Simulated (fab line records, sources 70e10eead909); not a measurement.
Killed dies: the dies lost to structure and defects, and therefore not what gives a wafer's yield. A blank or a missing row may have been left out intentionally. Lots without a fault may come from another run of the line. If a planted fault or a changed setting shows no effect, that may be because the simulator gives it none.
Which of the tools did it? + flow nandHarc + at 1 step of a route of 1159, 12 lots with 36 wafers sampled

== WHAT THE GAUGES SHOWED, per wafer ==
NHARC_A_CONTACT_INSPECT_71.
| lot  | measured     | on               | rawDefectCount |
|------|--------------|------------------|----------------|
| L077 | day 16 21:34 | defectInspect-01 | 10 6 17        |
| L075 | day 17 02:29 | defectInspect-01 | 28 46 46       |
| L079 | day 17 12:41 | defectInspect-02 | 27 42 31       |
| L081 | day 18 06:20 | defectInspect-02 | 10 14 17       |
| L083 | day 18 18:47 | defectInspect-01 | 14 9 15        |
| L086 | day 19 16:27 | defectInspect-02 | 34 40 36       |
| L085 | day 20 02:10 | defectInspect-01 | 17 15 26       |
| L088 | day 20 10:23 | defectInspect-01 | 22 31 45       |
| L092 | day 20 14:56 | defectInspect-02 | 12 14 8        |
| L093 | day 21 02:19 | defectInspect-02 | 53 76 64       |
| L094 | day 22 03:35 | defectInspect-01 | 13 20 21       |
| L096 | day 22 17:08 | defectInspect-01 | 36 44 39       |

== TOOL THAT RAN EACH LOT (tool first, then ch and the chambers of the sampled wafers, then the start) ==
There is no process step in the record ahead of these readings.

== THE ANSWER, worked out from the rows above alone ==
Rule: the usual values come from the lots themselves. The widest of any qualifying gaps counts: lots, ordered by their means at a reading, are off when they make up no more than a third of the lots, leave a main group of 4 or more, and stand apart from it by 3 or more times the standard deviation of that group's means. The tables above print the reading to a certain number of digits; a main group whose means all agree to those digits is not used. A lot without any number at a reading at which 4 lots or more have one is off too. All remaining lots with rows at the step are treated as sound.
No lot is off on any of the readings shown, so nothing can be concluded from this.

== WHAT THE SIMULATOR PUT IN ==
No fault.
